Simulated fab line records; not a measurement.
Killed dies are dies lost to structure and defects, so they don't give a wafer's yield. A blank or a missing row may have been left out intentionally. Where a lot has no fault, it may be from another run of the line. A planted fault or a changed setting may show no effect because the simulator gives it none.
fab line records || flow n5-finfet
record: {"lots": 4, "wafers": 12, "last-day": 16}
route steps=1938 shown BEOL_M4@1069 PASSIVATION@1936
lots that met no fault: from a run of the same line without faults
start-h: start of the lot's first displayed wafer, in hours after the record's first day || wait-h: how many hours have passed since the lot's step before this one || " same as the row above || L1.1+2: a single row standing in for several wafers || - no value, or no start was given || * or withheld: withheld || < > ~ a bound
route shown NAME@n: NAME is a module with steps in the file, n the number in the route of the first one || usual: average and standard deviation across the fault-free wafers || same: alike in all rows || chamber/n: place in a boat || sites: the reading at each site || _std_site: the values' standard deviation || _edge_site: the outer-site mean with the inner-site mean subtracted || radius-mm: how far each site lies from the wafer's centre || mask NAME#n: copy n || behind: tool/chamber where the wafer was last shaped || hold: the reason the lot was held/the length of the hold in hours/how it ended || device: the transistor (n, p or np) that didn't switch || end of line: the route-end tests of the same wafers || a step with no rows: only its recipe || killed: not the wafer's yield, but the dies lost to structure and defects at the first sort || map: dies across one wafer; x = killed, . = not, _ = none there
set.NAME: setting as actually run; set.NAME@STEP: the setting as run at that earlier step || model.NAME: the simulator's own value behind a step, which no gauge read
lots seen at some steps along the route; tables by step, rows by wafer
== steps ==
step: N5_BEOL_M4_STRIP_36
recipe: {"chemistry": "N2/H2", "power-w": 450, "temp-c": 40, "pressure-mtorr": 20, "rf-frequency-hz": 6e+07, "overash-fraction": 0.3, "bias-power-w": 7, "h2-frac": 0.5, "n2-flow-sccm": 200, "h2-flow-sccm": 200}
step: N5_BEOL_M4_TRENCH_ETCH_37
recipe: {"chemistry": "C4F6/O2", "target-depth-a": 555.55, "target": "SiOC", "time-s": 29.2, "ion-energy-ev": 250, "pressure-mtorr": 30, "source-w": 355, "bias-w": 185, "Ar_flow_sccm": 300, "C4F6_flow_sccm": 10, "O2_flow_sccm": 10}
step: N5_BEOL_M4_ETCH_41
recipe: {"chemistry": "CH3F/O2", "target": "SiCN", "target-depth-a": 299, "taper-deg": 2, "time-s": 52.5, "ion-energy-ev": 120, "mask-material": "TiN", "pressure-mtorr": 30, "source-w": 395, "bias-w": 75, "Ar_flow_sccm": 150, "CH3F_flow_sccm": 30, "O2_flow_sccm": 20}
step: N5_BEOL_M4_STRIP_97
recipe: {"chemistry": "N2/H2", "time-s": 10, "power-w": 450, "temp-c": 40, "pressure-mtorr": 20, "rf-frequency-hz": 6e+07, "bias-power-w": 7, "n2-flow-sccm": 200, "h2-flow-sccm": 200}
step: N5_BEOL_M4_HM_STRIP_39
recipe: {"chemistry": "peroxide-tin-strip", "material": "TiN", "target-depth-a": 250, "temp-c": 50, "time-s": 158}
step: N5_BEOL_M4_SRD_40
recipe: {"time-s": 30, "temp-c": 23, "rinse-liquid": "diw", "dry": "ipa-marangoni"}
step: N5_BEOL_M4_PRECLEAN_42
recipe: {"chemistry": "residue-remover", "time-s": 60, "temp-c": 40}
step: N5_BEOL_M4_SRD_43
recipe: {"time-s": 30, "temp-c": 23, "rinse-liquid": "diw", "dry": "ipa-marangoni"}
step: N5_BEOL_M4_DEGAS_44
recipe: {"ambient": "vacuum", "temp-c": 250, "time-s": 60}
step: N5_BEOL_M4_PRE_CLEAN_45
recipe: {"gas": "H2/He", "time-s": 30, "temp-c": 250}
step: N5_BEOL_M4_ALD_84
recipe: {"material": "TaN", "target-thk-a": "*", "temp-c": 275, "ald-precursor-family": "PDMAT", "ald-co-reactant": "NH3", "pressure-torr": 3, "carrier-flow-sccm": 1500, "pulse-time-s": 2, "purge-time-s": 3, "co-reactant-purge-time-s": 2, "co-reactant-pulse-time-s": 3, "ald-cycles": 30, "precursor-vessel-temp-c": 75, "precursor-vessel-pressure-torr": 26.25, "precursor-vessel-carrier-sccm": 1000}
usual: {"heater-power-w": "408/45", "mfc-carrier-sccm": "1500/4.7"}
same: {"co-reactant-pulse-time-s": 3, "co-reactant-purge-time-s": 2, "purge-time-s": 3}
{"lot.wafer": "L595.1", "tool": "ald-metal-01", "chamber": 1, "start-h": 165.27, "wait-h": 0.0, "heater-power-w": 474, "mfc-carrier-sccm": 1495}
{"lot.wafer": "L595.2", "tool": "ald-metal-01", "chamber": 3, "start-h": 165.27, "wait-h": 0.0, "heater-power-w": 409, "mfc-carrier-sccm": 1495}
{"lot.wafer": "L595.3", "tool": "ald-metal-01", "chamber": 0, "start-h": 165.27, "wait-h": 0.0, "heater-power-w": 368, "mfc-carrier-sccm": 1504}
{"lot.wafer": "L612.3", "tool": "ald-metal-01", "chamber": 2, "start-h": 277.77, "wait-h": 0.0, "heater-power-w": 427, "mfc-carrier-sccm": 1499}
{"lot.wafer": "L612.5", "tool": "ald-metal-01", "chamber": 3, "start-h": 277.77, "wait-h": 0.0, "heater-power-w": 404, "mfc-carrier-sccm": 1507}
{"lot.wafer": "L612.6", "tool": "ald-metal-01", "chamber": 2, "start-h": 277.77, "wait-h": 0.0, "heater-power-w": 426, "mfc-carrier-sccm": 1500}
{"lot.wafer": "L614.1", "tool": "ald-metal-01", "chamber": 2, "start-h": 282.47, "wait-h": 0.0, "heater-power-w": 423, "mfc-carrier-sccm": 1496}
{"lot.wafer": "L614.2", "tool": "ald-metal-01", "chamber": 1, "start-h": 282.47, "wait-h": 0.0, "heater-power-w": 478, "mfc-carrier-sccm": 1504}
{"lot.wafer": "L614.5", "tool": "ald-metal-01", "chamber": 2, "start-h": 282.47, "wait-h": 0.0, "heater-power-w": 429, "mfc-carrier-sccm": 1503}
{"lot.wafer": "L616.1", "tool": "ald-metal-04", "chamber": 0, "start-h": 291.82, "wait-h": 0.0, "heater-power-w": 345, "mfc-carrier-sccm": 1503}
{"lot.wafer": "L616.2", "tool": "ald-metal-04", "chamber": 2, "start-h": 291.82, "wait-h": 0.0, "heater-power-w": 389, "mfc-carrier-sccm": 1499}
{"lot.wafer": "L616.3", "tool": "ald-metal-04", "chamber": 1, "start-h": 291.82, "wait-h": 0.0, "heater-power-w": 343, "mfc-carrier-sccm": 1506}
step: N5_BEOL_M4_SURFACE_TREAT_85
recipe: {"gas": "Ar", "time-s": "*", "ion-energy-ev": "*", "ion-current-ma-cm2": 0.5, "pressure-mtorr": "*", "ar-flow-sccm": 30}
step: N5_BEOL_M4_CVD_47
recipe: {"material": "Co", "target-thk-a": 30, "temp-c": "withheld", "precursor": "CCTBA/H2", "pressure-torr": 30, "time-s": 223.8}
step: N5_BEOL_M4_SPUTTER_48
recipe: {"material": "Cu", "target-thk-a": 45, "temp-c": -20, "chamber-pressure-pa": 0.07, "power-w": "withheld", "time-s": 8.29}
step: N5_BEOL_M4_ANNEAL_49
recipe: {"temp-c": 400, "time-s": 240, "ambient": "vacuum"}
step: N5_BEOL_M4_SPUTTER_79
recipe: {"material": "Cu", "target-thk-a": 45, "temp-c": -20, "chamber-pressure-pa": 0.07, "power-w": "withheld", "time-s": 8.29}
step: N5_BEOL_M4_ANNEAL_80
recipe: {"temp-c": 400, "time-s": 240, "ambient": "vacuum"}
step: N5_BEOL_M4_SPUTTER_81
recipe: {"material": "Cu", "target-thk-a": 45, "temp-c": -20, "chamber-pressure-pa": 0.07, "power-w": "withheld", "time-s": 8.29}
step: N5_BEOL_M4_ANNEAL_82
recipe: {"temp-c": 400, "time-s": 240, "ambient": "vacuum"}
step: N5_BEOL_M4_SPUTTER_86
recipe: {"material": "Cu", "target-thk-a": 45, "temp-c": -20, "chamber-pressure-pa": 0.07, "power-w": "withheld", "time-s": 8.29}
step: N5_BEOL_M4_ANNEAL_87
recipe: {"temp-c": 400, "time-s": 240, "ambient": "vacuum"}
step: N5_BEOL_M4_SPUTTER_88
recipe: {"material": "Cu", "target-thk-a": 45, "temp-c": -20, "chamber-pressure-pa": 0.07, "power-w": "withheld", "time-s": 8.29}
step: N5_BEOL_M4_ANNEAL_89
recipe: {"temp-c": 400, "time-s": 240, "ambient": "vacuum"}
step: N5_BEOL_M4_SPUTTER_90
recipe: {"material": "Cu", "target-thk-a": 45, "temp-c": -20, "chamber-pressure-pa": 0.07, "power-w": "withheld", "time-s": 8.29}
step: N5_BEOL_M4_ANNEAL_91
recipe: {"temp-c": 400, "time-s": 240, "ambient": "vacuum"}
step: N5_BEOL_M4_SPUTTER_92
recipe: {"material": "Cu", "target-thk-a": 45, "temp-c": -20, "chamber-pressure-pa": 0.07, "power-w": "withheld", "time-s": 8.29}
step: N5_BEOL_M4_ANNEAL_93
recipe: {"temp-c": 400, "time-s": 240, "ambient": "vacuum"}
step: N5_BEOL_M4_SPUTTER_94
recipe: {"material": "Cu", "target-thk-a": 45, "temp-c": -20, "chamber-pressure-pa": 0.07, "power-w": "withheld", "time-s": 8.29}
step: N5_BEOL_M4_ANNEAL_95
recipe: {"temp-c": 400, "time-s": 240, "ambient": "vacuum"}
step: N5_BEOL_M4_SPUTTER_96
recipe: {"material": "Cu", "target-thk-a": 45, "temp-c": -20, "chamber-pressure-pa": 0.07, "power-w": "withheld", "time-s": 8.29}
step: N5_BEOL_M4_ECD_50
recipe: {"material": "Cu", "target-thk-a": 3000}
step: N5_BEOL_M4_ANNEAL_51
recipe: {"temp-c": 225, "time-s": 90, "ambient": "N2"}
step: N5_BEOL_M4_CMP_52
recipe: {"stop-on": "SiOC", "t-overpolish-s": 6.8, "down-force-psi": 1, "platen-rpm": 50, "clearing-platen-down-force-psi": 1.5, "clearing-platen-rpm": 50, "post-cmp-clean": "cu-alkaline", "target-thk-nm": 40, "clearing-platen-pad-velocity-m-s": 0.99484, "pad-velocity-m-s": 0.99484}
step: N5_BEOL_M4_PRE_CLEAN_60
recipe: {"gas": "NH3/H2", "time-s": 15, "temp-c": "*", "rf-power-w": 300}
step: N5_BEOL_M4_CO_CAP_55
recipe: {"material": "Co", "target-thk-a": 20, "temp-c": 200, "precursor": "CCTBA/H2", "pressure-torr": 30, "time-s": 102.1}
step: N5_BEOL_M4_PRE_CLEAN_56
recipe: {"gas": "NH3", "time-s": 15, "temp-c": "withheld", "rf-power-w": 300}
step: N5_BEOL_M4_DEP_57
recipe: {"material": "SiCN", "target-thk-a": 80, "temp-c": "withheld", "precursor": "3MS/NH3", "pressure-torr": 3, "rf-w": 202, "time-s": 14}
step: N5_BEOL_M4_RC_MEAS_101
usual: {"COMB_M4_max_site": "8.1e-11/1.9e-11", "DIBL_N": "36.0/1.9", "DIBL_P": "35.6/2.4", "IOFF_N": "0.16/0.036", "IOFF_P": "0.21/0.04", "ION_N": "673/14", "ION_P": "460/8.9", "SS_N": "71.5/0.67", "SS_P": "73.2/0.73", "VT_N": "249/3.6", "VT_P": "-250/3.7"}
{"lot.wafer": "L595.1", "tool": "prober-02", "chamber": 0, "start-h": 168.91, "wait-h": 0.0, "COMB_M4_max_site[S/m]": 7e-11, "DIBL_N[mV/V]": 34.5, "DIBL_P[mV/V]": 34.3, "IOFF_N[nA/um]": 0.14, "IOFF_P[nA/um]": 0.15, "ION_N[uA/um]": 677, "ION_P[uA/um]": 453, "SS_N[mV/dec]": 71.4, "SS_P[mV/dec]": 72.0, "VT_N[mV]": 254, "VT_P[mV]": -255}
{"lot.wafer": "L595.2", "tool": "prober-02", "chamber": 0, "start-h": 168.91, "wait-h": 0.0, "COMB_M4_max_site[S/m]": 9e-11, "DIBL_N[mV/V]": 38.4, "DIBL_P[mV/V]": 38.8, "IOFF_N[nA/um]": 0.20, "IOFF_P[nA/um]": 0.21, "ION_N[uA/um]": 669, "ION_P[uA/um]": 453, "SS_N[mV/dec]": 72.6, "SS_P[mV/dec]": 73.2, "VT_N[mV]": 248, "VT_P[mV]": -252}
{"lot.wafer": "L595.3", "tool": "prober-02", "chamber": 0, "start-h": 168.91, "wait-h": 0.0, "COMB_M4_max_site[S/m]": 7.3e-11, "DIBL_N[mV/V]": 35.8, "DIBL_P[mV/V]": 36.4, "IOFF_N[nA/um]": 0.15, "IOFF_P[nA/um]": 0.17, "ION_N[uA/um]": 676, "ION_P[uA/um]": 452, "SS_N[mV/dec]": 70.8, "SS_P[mV/dec]": 72.6, "VT_N[mV]": 250, "VT_P[mV]": -255}
{"lot.wafer": "L612.3", "tool": "prober-02", "chamber": 0, "start-h": 281.68, "wait-h": 0.3, "COMB_M4_max_site[S/m]": 1.47e-10, "DIBL_N[mV/V]": 39.8, "DIBL_P[mV/V]": 41.1, "IOFF_N[nA/um]": 0.30, "IOFF_P[nA/um]": 0.33, "ION_N[uA/um]": 706, "ION_P[uA/um]": 480, "SS_N[mV/dec]": 72.0, "SS_P[mV/dec]": 74.4, "VT_N[mV]": 242, "VT_P[mV]": -242}
{"lot.wafer": "L612.5", "tool": "prober-02", "chamber": 0, "start-h": 281.68, "wait-h": 0.3, "COMB_M4_max_site[S/m]": 2.88e-10, "DIBL_N[mV/V]": 40.8, "DIBL_P[mV/V]": 42.4, "IOFF_N[nA/um]": 0.30, "IOFF_P[nA/um]": 0.37, "ION_N[uA/um]": 708, "ION_P[uA/um]": 474, "SS_N[mV/dec]": 73.0, "SS_P[mV/dec]": 75.8, "VT_N[mV]": 241, "VT_P[mV]": -242}
{"lot.wafer": "L612.6", "tool": "prober-02", "chamber": 0, "start-h": 281.68, "wait-h": 0.3, "COMB_M4_max_site[S/m]": 1.88e-10, "DIBL_N[mV/V]": 33.8, "DIBL_P[mV/V]": 33.6, "IOFF_N[nA/um]": 0.14, "IOFF_P[nA/um]": 0.19, "ION_N[uA/um]": 673, "ION_P[uA/um]": 464, "SS_N[mV/dec]": 71.3, "SS_P[mV/dec]": 73.3, "VT_N[mV]": 251, "VT_P[mV]": -250}
{"lot.wafer": "L614.1", "tool": "prober-01", "chamber": 0, "start-h": 288.00, "wait-h": 0.0, "COMB_M4_max_site[S/m]": 1.77e-10, "DIBL_N[mV/V]": 38.6, "DIBL_P[mV/V]": 38.6, "IOFF_N[nA/um]": 0.20, "IOFF_P[nA/um]": 0.25, "ION_N[uA/um]": 669, "ION_P[uA/um]": 457, "SS_N[mV/dec]": 72.2, "SS_P[mV/dec]": 73.6, "VT_N[mV]": 247, "VT_P[mV]": -252}
{"lot.wafer": "L614.2", "tool": "prober-01", "chamber": 0, "start-h": 288.00, "wait-h": 0.0, "COMB_M4_max_site[S/m]": 1.25e-10, "DIBL_N[mV/V]": 36.1, "DIBL_P[mV/V]": 35.9, "IOFF_N[nA/um]": 0.17, "IOFF_P[nA/um]": 0.23, "ION_N[uA/um]": 679, "ION_P[uA/um]": 469, "SS_N[mV/dec]": 70.7, "SS_P[mV/dec]": 73.7, "VT_N[mV]": 248, "VT_P[mV]": -250}
{"lot.wafer": "L614.5", "tool": "prober-01", "chamber": 0, "start-h": 288.00, "wait-h": 0.0, "COMB_M4_max_site[S/m]": 1.54e-10, "DIBL_N[mV/V]": 34.1, "DIBL_P[mV/V]": 33.5, "IOFF_N[nA/um]": 0.12, "IOFF_P[nA/um]": 0.19, "ION_N[uA/um]": 661, "ION_P[uA/um]": 458, "SS_N[mV/dec]": 71.2, "SS_P[mV/dec]": 72.7, "VT_N[mV]": 251, "VT_P[mV]": -253}
{"lot.wafer": "L616.1", "tool": "prober-02", "chamber": 0, "start-h": 295.32, "wait-h": 0.0, "COMB_M4_max_site[S/m]": 5.6e-11, "DIBL_N[mV/V]": 35.4, "DIBL_P[mV/V]": 34.4, "IOFF_N[nA/um]": 0.13, "IOFF_P[nA/um]": 0.17, "ION_N[uA/um]": 665, "ION_P[uA/um]": 453, "SS_N[mV/dec]": 70.9, "SS_P[mV/dec]": 73.5, "VT_N[mV]": 251, "VT_P[mV]": -258}
{"lot.wafer": "L616.2", "tool": "prober-02", "chamber": 0, "start-h": 295.32, "wait-h": 0.0, "COMB_M4_max_site[S/m]": 7e-11, "DIBL_N[mV/V]": 36.1, "DIBL_P[mV/V]": 33.8, "IOFF_N[nA/um]": 0.15, "IOFF_P[nA/um]": 0.16, "ION_N[uA/um]": 679, "ION_P[uA/um]": 454, "SS_N[mV/dec]": 71.1, "SS_P[mV/dec]": 73.4, "VT_N[mV]": 249, "VT_P[mV]": -256}
{"lot.wafer": "L616.3", "tool": "prober-02", "chamber": 0, "start-h": 295.32, "wait-h": 0.0, "COMB_M4_max_site[S/m]": 1.03e-10, "DIBL_N[mV/V]": 39.4, "DIBL_P[mV/V]": 37.8, "IOFF_N[nA/um]": 0.21, "IOFF_P[nA/um]": 0.21, "ION_N[uA/um]": 674, "ION_P[uA/um]": 450, "SS_N[mV/dec]": 71.9, "SS_P[mV/dec]": 74.6, "VT_N[mV]": 245, "VT_P[mV]": -250}
step: N5_PASSIVATION_PROBE_49
usual: {"defect-limited-yield": "91.2/1.4", "killed_at_M0_to_M3": "32/9.3", "killed_at_M4_up": "14/4.9", "killed-at-contacts": "15/7.5", "killed-at-front-end": "40/11", "killed-at-other": "4/3.3", "killed-dies": "104/17", "killed-open": "68/14", "killed-short": "33/7.9", "sort_bin_4_leakage": "0/0", "sort_bin_5_function": "5.2/0.99", "sort_bin_6_memory": "3.2/0.65", "sort-n-pass": "1076/17", "sort-yield-pct": "91.1/1.5"}
same: {"gross-dies": 1180, "killed-at-back-side": 0, "sort_bin_8_speed[%]": 0}
{"lot.wafer": "L595.1", "tool": "prober-01", "chamber": "-", "start-h": 272.80, "wait-h": 0.0, "defect-limited-yield[%]": 91.0, "killed_at_M0_to_M3": 54, "killed_at_M4_up": 8, "killed-at-contacts": 13, "killed-at-front-end": 29, "killed-at-other": 2, "killed-dies": 106, "killed-open": 71, "killed-short": 35, "sort_bin_4_leakage[%]": 0, "sort_bin_5_function[%]": 5.5, "sort_bin_6_memory[%]": 3.1, "sort-n-pass": 1074, "sort-yield-pct[%]": 91.0}
{"lot.wafer": "L595.2", "tool": "prober-01", "chamber": "-", "start-h": 272.85, "wait-h": 0.1, "defect-limited-yield[%]": 91.4, "killed_at_M0_to_M3": 36, "killed_at_M4_up": 18, "killed-at-contacts": 8, "killed-at-front-end": 36, "killed-at-other": 4, "killed-dies": 102, "killed-open": 74, "killed-short": 28, "sort_bin_4_leakage[%]": 0, "sort_bin_5_function[%]": 4.4, "sort_bin_6_memory[%]": 4.2, "sort-n-pass": 1078, "sort-yield-pct[%]": 91.4}
{"lot.wafer": "L595.3", "tool": "prober-01", "chamber": "-", "start-h": 272.90, "wait-h": 0.1, "defect-limited-yield[%]": 93.1, "killed_at_M0_to_M3": 31, "killed_at_M4_up": 20, "killed-at-contacts": 6, "killed-at-front-end": 23, "killed-at-other": 2, "killed-dies": 82, "killed-open": 62, "killed-short": 20, "sort_bin_4_leakage[%]": 0, "sort_bin_5_function[%]": 4.5, "sort_bin_6_memory[%]": 2.2, "sort-n-pass": 1098, "sort-yield-pct[%]": 93.1}
{"lot.wafer": "L612.3", "tool": "prober-02", "chamber": "-", "start-h": 378.52, "wait-h": 0.1, "defect-limited-yield[%]": 88.7, "killed_at_M0_to_M3": 33, "killed_at_M4_up": 25, "killed-at-contacts": 17, "killed-at-front-end": 58, "killed-at-other": 0, "killed-dies": 133, "killed-open": 69, "killed-short": 32, "sort_bin_4_leakage[%]": 1.36, "sort_bin_5_function[%]": 5.0, "sort_bin_6_memory[%]": 3.2, "sort-n-pass": 1044, "sort-yield-pct[%]": 88.5}
{"lot.wafer": "L612.5", "tool": "prober-02", "chamber": "-", "start-h": 378.62, "wait-h": 0.2, "defect-limited-yield[%]": 89.2, "killed_at_M0_to_M3": 39, "killed_at_M4_up": 12, "killed-at-contacts": 18, "killed-at-front-end": 58, "killed-at-other": 1, "killed-dies": 128, "killed-open": 89, "killed-short": 36, "sort_bin_4_leakage[%]": 0.25, "sort_bin_5_function[%]": 6.1, "sort_bin_6_memory[%]": 4.0, "sort-n-pass": 1052, "sort-yield-pct[%]": 89.2}
{"lot.wafer": "L612.6", "tool": "prober-02", "chamber": "-", "start-h": 378.67, "wait-h": 0.3, "defect-limited-yield[%]": 87.1, "killed_at_M0_to_M3": 42, "killed_at_M4_up": 27, "killed-at-contacts": 22, "killed-at-front-end": 60, "killed-at-other": 1, "killed-dies": 152, "killed-open": 83, "killed-short": 44, "sort_bin_4_leakage[%]": 1.02, "sort_bin_5_function[%]": 6.4, "sort_bin_6_memory[%]": 4.1, "sort-n-pass": 1028, "sort-yield-pct[%]": 87.1}
{"lot.wafer": "L614.1", "tool": "prober-01", "chamber": "-", "start-h": 390.69, "wait-h": 0.0, "defect-limited-yield[%]": 91.1, "killed_at_M0_to_M3": 45, "killed_at_M4_up": 12, "killed-at-contacts": 4, "killed-at-front-end": 43, "killed-at-other": 1, "killed-dies": 105, "killed-open": 56, "killed-short": 41, "sort_bin_4_leakage[%]": 0.68, "sort_bin_5_function[%]": 4.3, "sort_bin_6_memory[%]": 3.4, "sort-n-pass": 1075, "sort-yield-pct[%]": 91.1}
{"lot.wafer": "L614.2", "tool": "prober-01", "chamber": "-", "start-h": 390.74, "wait-h": 0.1, "defect-limited-yield[%]": 91.1, "killed_at_M0_to_M3": 30, "killed_at_M4_up": 23, "killed-at-contacts": 16, "killed-at-front-end": 35, "killed-at-other": 1, "killed-dies": 105, "killed-open": 62, "killed-short": 31, "sort_bin_4_leakage[%]": 1.02, "sort_bin_5_function[%]": 4.5, "sort_bin_6_memory[%]": 3.4, "sort-n-pass": 1075, "sort-yield-pct[%]": 91.1}
{"lot.wafer": "L614.5", "tool": "prober-01", "chamber": "-", "start-h": 390.89, "wait-h": 0.2, "defect-limited-yield[%]": 89.4, "killed_at_M0_to_M3": 41, "killed_at_M4_up": 26, "killed-at-contacts": 8, "killed-at-front-end": 46, "killed-at-other": 4, "killed-dies": 125, "killed-open": 63, "killed-short": 37, "sort_bin_4_leakage[%]": 1.19, "sort_bin_5_function[%]": 4.7, "sort_bin_6_memory[%]": 3.2, "sort-n-pass": 1055, "sort-yield-pct[%]": 89.4}
{"lot.wafer": "L616.1", "tool": "prober-01", "chamber": "-", "start-h": 393.53, "wait-h": 0.0, "defect-limited-yield[%]": 93.5, "killed_at_M0_to_M3": 34, "killed_at_M4_up": 14, "killed-at-contacts": 4, "killed-at-front-end": 24, "killed-at-other": 1, "killed-dies": 77, "killed-open": 56, "killed-short": 20, "sort_bin_4_leakage[%]": 0, "sort_bin_5_function[%]": 4.0, "sort_bin_6_memory[%]": 2.5, "sort-n-pass": 1103, "sort-yield-pct[%]": 93.5}
{"lot.wafer": "L616.2", "tool": "prober-01", "chamber": "-", "start-h": 393.58, "wait-h": 0.1, "defect-limited-yield[%]": 93.6, "killed_at_M0_to_M3": 29, "killed_at_M4_up": 20, "killed-at-contacts": 6, "killed-at-front-end": 21, "killed-at-other": 0, "killed-dies": 76, "killed-open": 51, "killed-short": 25, "sort_bin_4_leakage[%]": 0, "sort_bin_5_function[%]": 2.7, "sort_bin_6_memory[%]": 3.4, "sort-n-pass": 1104, "sort-yield-pct[%]": 93.6}
{"lot.wafer": "L616.3", "tool": "prober-01", "chamber": "-", "start-h": 393.63, "wait-h": 0.1, "defect-limited-yield[%]": 92.5, "killed_at_M0_to_M3": 33, "killed_at_M4_up": 15, "killed-at-contacts": 15, "killed-at-front-end": 24, "killed-at-other": 2, "killed-dies": 89, "killed-open": 61, "killed-short": 28, "sort_bin_4_leakage[%]": 0, "sort_bin_5_function[%]": 4.4, "sort_bin_6_memory[%]": 2.9, "sort-n-pass": 1091, "sort-yield-pct[%]": 92.5}
killed by level:class
L595.1 BEOL_M0_SAQP:geometric-particle:short=17 BEOL_M1:geometric-particle:open=17 STI_FIN_REVEAL:geometric-particle:open=13 BEOL_M0_SAQP:geometric-particle:open=12 MOL_CONTACT_COAG:geometric-particle:open=10 GATE_CUT:geometric-particle:short=6 BEOL_M4:geometric-particle:open=5 BEOL_M0:geometric-particle:open=3
L595.2 STI_FIN_REVEAL:geometric-particle:open=13 BEOL_M1:geometric-particle:open=13 MOL_CONTACT_COAG:geometric-particle:open=7 BEOL_M0:geometric-particle:open=6 FIN_SAQP:geometric-particle:short=5 BEOL_M0_SAQP:geometric-particle:short=5 BEOL_M0_SAQP:geometric-particle:open=5 BEOL_M5:geometric-particle:open=4
L595.3 BEOL_M3:geometric-particle:open=10 STI_FIN_REVEAL:geometric-particle:open=7 BEOL_M1:geometric-particle:open=7 BEOL_M4:geometric-particle:open=7 BEOL_M1:geometric-particle:short=5 MOL_CONTACT_COAG:geometric-particle:open=4 BEOL_M5:geometric-particle:open=4 FIN_SAQP:geometric-particle:open=3
L612.3 HKMG_FIN:area-etch=18 MOL_CONTACT_COAG:geometric-particle:open=15 M4:area-ald=13 BEOL_M1:geometric-particle:open=10 BEOL_M0_SAQP:geometric-particle:short=9 BEOL_M0_SAQP:geometric-particle:open=8 STI_FIN_REVEAL:geometric-particle:open=7 DUMMY_GATE:geometric-particle:open=7
L612.5 MOL_CONTACT_COAG:geometric-particle:open=15 STI_FIN_REVEAL:geometric-particle:open=14 DUMMY_GATE:geometric-particle:open=9 BEOL_M0_SAQP:geometric-particle:open=9 BEOL_M2:geometric-particle:open=8 BEOL_M1:geometric-particle:open=7 FIN_SAQP:geometric-particle:open=5 GATE_CUT:geometric-particle:short=5
L612.6 MOL_CONTACT_COAG:geometric-particle:open=15 HKMG_FIN:area-etch=13 M4:area-ald=12 BEOL_M1:geometric-particle:open=11 FIN_SAQP:geometric-particle:open=9 BEOL_M2:geometric-particle:open=9 BEOL_M4:geometric-particle:open=8 STI_FIN_REVEAL:geometric-particle:open=7
L614.1 BEOL_M0_SAQP:geometric-particle:short=16 BEOL_M0_SAQP:geometric-particle:open=11 FIN_SAQP:geometric-particle:open=9 FIN_SAQP:geometric-particle:short=8 M4:area-ald=8 STI_FIN_REVEAL:geometric-particle:open=7 BEOL_M3:geometric-particle:open=6 STI_FIN_REVEAL:geometric-particle:short=5
L614.2 M4:area-ald=12 MOL_CONTACT_COAG:geometric-particle:open=11 BEOL_M0_SAQP:geometric-particle:short=11 STI_FIN_REVEAL:geometric-particle:open=10 FIN_SAQP:geometric-particle:open=9 BEOL_M0_SAQP:geometric-particle:open=9 BEOL_M2:geometric-particle:open=6 FIN_SAQP:geometric-particle:short=5
L614.5 BEOL_M0_SAQP:geometric-particle:open=14 M4:area-ald=14 FIN_SAQP:geometric-particle:short=12 HKMG_FIN:area-etch=11 STI_FIN_REVEAL:geometric-particle:open=9 BEOL_M2:geometric-particle:open=8 MOL_CONTACT_COAG:geometric-particle:open=7 BEOL_M0_SAQP:geometric-particle:short=5
L616.1 BEOL_M1:geometric-particle:open=7 BEOL_M2:geometric-particle:open=7 BEOL_M4:geometric-particle:open=6 STI_FIN_REVEAL:geometric-particle:open=6 MOL_CONTACT_COAG:geometric-particle:open=4 BEOL_M0_SAQP:geometric-particle:open=4 BEOL_M0:geometric-particle:open=4 BEOL_M5:geometric-particle:open=4
L616.2 BEOL_M4:geometric-particle:open=9 BEOL_M0_SAQP:geometric-particle:open=7 BEOL_M1:geometric-particle:open=7 DUMMY_GATE:geometric-particle:open=5 STI_FIN_REVEAL:geometric-particle:open=4 MOL_CONTACT_COAG:geometric-particle:short=4 BEOL_M0_SAQP:geometric-particle:short=4 BEOL_M5:geometric-particle:open=4
L616.3 STI_FIN_REVEAL:geometric-particle:open=11 MOL_CONTACT_COAG:geometric-particle:open=10 BEOL_M1:geometric-particle:open=8 BEOL_M0_SAQP:geometric-particle:short=7 BEOL_M4:geometric-particle:open=6 MOL_CONTACT_COAG:geometric-particle:short=5 BEOL_M0_SAQP:geometric-particle:open=5 BEOL_M5:geometric-particle:open=5
map L612.6 (x killed, . not)
_________________............________________
______________....x..x.x...xx..._____________
___________x...x...................__________
__________...x.x...................._________
________.........x........x...x.x.x..._______
_______............................x...______
______........x..xx.................x..._____
_____...xxx....x.x................x...x..____
____..x...x............x.........x........___
___xxx..x....................x....x.......x__
___......x........x.x........x.............__
__x.........x.......................x......._
__...........x.....x.xx............x........_
_......x..x............xx.................x..
_....................x...xxx..xx.............
_...x......x....x....................x.......
_......x......x..............x.....x...x.....
_........xx..............x.........x.......xx
_..x......................x.....x.x..........
_...x............x...xxx.....x...............
_x.x....x.........x...x...x....xx............
__..........x.x....xxx....x........x........_
__........x...x.....x.x.x......x...x.......x_
___...x.x.............x......xx.....x......__
___.x.x.......................xx.....x...x.__
____.......x.........x...x...........x....___
_____x...x......x.......x...............x____
______.....xx.....x.x..................._____
_______.x..x..........................x______
________.x.x...x....xx....x..x.......x_______
__________......x..................x_________
___________...........x.....x......__________
______________....x......x......_____________
_________________...x.....x..________________
map L614.5 (x killed, . not)
_________________.xxxx.......________________
______________..x....x.........._____________
___________.........x.....xxx......__________
__________x............x............_________
________x..x.................x........_______
_______............x.......x.x..x..x...______
______x..x..x.............x..........x.._____
_____..........x.................x..x....____
____......................................___
___.....x....................x............x__
___..x....xx........x.........x...x......x.__
__........................x....x.......x...._
__x.........x.............xx.......x.....xx._
_....x................x......................
_...x.........xx......x.xx......x............
_....x................x...x............x...x.
_...x......xx.......xxx....x..xx......x......
_x..........................x.........x......
_x....x...................................xx.
_............................................
_...x....x........x.....x...............x....
__..........x.............................x._
__...x.................x...................._
___......x...x............x.x....x.........__
___.x......x...............x..........x...x__
____.............xx.......................___
_____...........x..x.........x....x...x..____
______..x................x.......x......_____
_______................................______
________..........x....xxx.....x......_______
__________.x.....xx..............x.x_________
___________..................x....x__________
______________....x.x..........._____________
_________________.....xxx....________________
== key ==
first-sign: {"step": "N5_BEOL_M4_RC_MEAS_101", "reading": "COMB_M4_max_site", "direction": "up", "sigmas": 5.2, "usual": 8.1e-11, "struck": 1.8e-10, "wafers-moved": 5}
effect: {"step": "N5_PASSIVATION_PROBE_49", "reading": "sort_bin_4_leakage", "direction": "up", "sigmas": 11, "usual": 0, "struck": 0.92}
met-at N5_BEOL_M4_ALD_84
struck-wafers L612.3,L612.5,L612.6,L614.1,L614.2,L614.5
baseline-loss: {"step": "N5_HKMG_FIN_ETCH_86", "wafers": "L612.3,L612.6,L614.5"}
onset-between 165.27 277.77
fault: {"kind": "site-profile-drift", "tool": "ald-metal-01", "chamber": "-", "onset-h": 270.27, "steps": "N5_BEOL_M4_ALD_84", "basis": "fraction", "max-abs-drift": 0.28051, "slope-share-per-hr": 62.335, "site-pattern": "0,0,0,0,0,-1,-1,-1,-1"}
baseline-loss: these wafers lose ten dies or more at that step, a loss of the line's own and not of a fault; the sort's usual values leave them out
